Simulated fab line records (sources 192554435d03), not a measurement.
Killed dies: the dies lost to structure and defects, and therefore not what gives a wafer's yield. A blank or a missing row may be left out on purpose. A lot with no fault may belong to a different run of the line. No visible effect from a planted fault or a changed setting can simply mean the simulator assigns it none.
Matching of chambers || flow n5Finfet || 4 sister chambers for N5_HKMG_FIN_HK_ALD_01 on aldHk-01
The step deposits HfO2, target thk 1.6 nm, pulse time 3 s, purge time 3 s. 8 wafers are shown with their chamber, then 7 later ones without.

== WAFERS PAIRED WITH THEIR CHAMBERS ==
{"wafer": "L083.1", "chamber": 1, "precursorPulseHeightRel": 1.000}
{"wafer": "L083.4", "chamber": 2, "precursorPulseHeightRel": 0.956}
{"wafer": "L083.5", "chamber": 0, "precursorPulseHeightRel": 1.010}
{"wafer": "L088.1", "chamber": 1, "precursorPulseHeightRel": 1.008}
{"wafer": "L088.3", "chamber": 3, "precursorPulseHeightRel": 0.997}
{"wafer": "L088.5", "chamber": 3, "precursorPulseHeightRel": 0.984}
{"wafer": "L090.1", "chamber": 0, "precursorPulseHeightRel": 1.004}
{"wafer": "L090.2", "chamber": 2, "precursorPulseHeightRel": 1.034}

== WAFERS WITHOUT THEIR CHAMBER ==
{"wafer": "L090.4", "precursorPulseHeightRel": 0.993}
{"wafer": "L091.2", "precursorPulseHeightRel": 1.015}
{"wafer": "L091.4", "precursorPulseHeightRel": 1.020}
{"wafer": "L091.5", "precursorPulseHeightRel": 1.003}
{"wafer": "L092.1", "precursorPulseHeightRel": 1.020}
{"wafer": "L092.2", "precursorPulseHeightRel": 0.978}
{"wafer": "L092.3", "precursorPulseHeightRel": 0.970}

== WHICH CHAMBER EACH ONE RAN IN ==
{"wafer": "L090.4", "from the rows above": "can't be placed: 2 or 3 or 1 or 0", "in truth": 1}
{"wafer": "L091.2", "from the rows above": "can't be placed: 0 or 1 or 2 or 3", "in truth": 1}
{"wafer": "L091.4", "from the rows above": "can't be placed: 0 or 1 or 2 or 3", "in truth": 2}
{"wafer": "L091.5", "from the rows above": "can't be placed: 1 or 0 or 2 or 3", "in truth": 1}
{"wafer": "L092.1", "from the rows above": "can't be placed: 0 or 1 or 2 or 3", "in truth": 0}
{"wafer": "L092.2", "from the rows above": "can't be placed: 3 or 2 or 1 or 0", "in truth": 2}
{"wafer": "L092.3", "from the rows above": "can't be placed: 3 or 2 or 1 or 0", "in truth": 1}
Correctly placed: 0 of 7. Unplaceable from these rows: 7, with the true chamber sitting among the candidates in 7. Number placed wrongly: 0.
How it was worked out, from the rows above alone: a wafer's distance from a chamber is the root of the sum, over the readings, of the square of ((its reading less the chamber's mean) divided by the reading's scatter). The wafer belongs to the nearest chamber; if the next one is less than 2 further off, it can't be placed. A chamber's mean is the mean of its shown wafers. The scatter: take each reading less its chamber's mean, square it, sum over the shown wafers, divide by the number of wafers less the number of chambers, and take the root.
